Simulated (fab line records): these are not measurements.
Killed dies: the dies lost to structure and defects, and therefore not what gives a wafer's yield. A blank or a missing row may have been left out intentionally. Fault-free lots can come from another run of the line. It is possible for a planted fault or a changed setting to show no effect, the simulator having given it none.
Matching of chambers | flow nand-harc | rie-diel-12 running NHARC_A_STAIRCASE_TRIM_187: 4 sister chambers
The step chemistry O2, time 211.2 s. 14 wafers are shown with their chamber, then 7 later ones without.

== EACH WAFER AND ITS CHAMBER ==
wafer  | chamber | drypump-motor-current-A (A) | showerhead-plenum-p-Torr (Torr) | throttle-valve-pct (%)
L075.1 | 3       | 5.7                         | 3.58                            | 17.041
L075.2 | 0       | 6.1                         | 3.63                            | 17.024
L075.6 | 3       | 5.7                         | 3.58                            | 17.035
L076.3 | 2       | 5.4                         | 3.44                            | 17.036
L076.4 | 3       | 5.7                         | 3.58                            | 17.045
L076.5 | 0       | 6.1                         | 3.63                            | 17.034
L077.1 | 3       | 5.6                         | 3.58                            | 17.039
L077.2 | 0       | 6.1                         | 3.62                            | 17.040
L077.4 | 1       | 5.8                         | 3.37                            | 17.042
L081.1 | 2       | 5.4                         | 3.43                            | 17.030
L081.5 | 0       | 6.1                         | 3.62                            | 17.030
L081.6 | 1       | 5.8                         | 3.37                            | 17.041
L083.1 | 3       | 5.7                         | 3.57                            | 17.038
L083.3 | 0       | 6.1                         | 3.61                            | 17.033

SIGNATURES, as means of the wafers listed above
reading                  | chamber 0 | chamber 1 | chamber 2 | chamber 3 | scatter within a chamber
drypump-motor-current-A  | 6.100     | 5.800     | 5.400     | 5.680     | 0.0283
showerhead-plenum-p-Torr | 3.6220    | 3.3700    | 3.4350    | 3.5780    | 0.0064
throttle-valve-pct       | 17.03220  | 17.04150  | 17.03300  | 17.03960  | 0.00459
Rule: distance of a wafer from a chamber = root of the sum over the readings of ((wafer's reading minus chamber's mean) / reading's scatter) squared. If the next closest chamber is less than 2 further off than the closest, the wafer can't be placed; otherwise it belongs to the closest. The scatter is the square root of a quotient: the sum, over the shown wafers, of each reading's squared deviation from its chamber's mean, divided by wafers minus chambers.

== WAFERS WITHOUT THEIR CHAMBER ==
wafer  | drypump-motor-current-A (A) | showerhead-plenum-p-Torr (Torr) | throttle-valve-pct (%)
L083.5 | 5.4                         | 3.42                            | 17.039
L090.1 | 5.7                         | 3.35                            | 17.043
L090.3 | 6.0                         | 3.60                            | 17.042
L090.5 | 5.4                         | 3.41                            | 17.033
L089.1 | 5.7                         | 3.56                            | 17.043
L089.5 | 6.0                         | 3.60                            | 17.046
L089.6 | 5.7                         | 3.35                            | 17.036

== WHICH CHAMBER EACH WENT THROUGH ==
wafer  | from the rows above | in truth
L083.5 | 2                   | 2
L090.1 | 1                   | 1
L090.3 | 0                   | 0
L090.5 | 2                   | 2
L089.1 | 3                   | 3
L089.5 | 0                   | 0
L089.6 | 1                   | 1
7 of 7 placed correctly. From these rows, 0 cannot be placed. Number placed wrongly: 0.
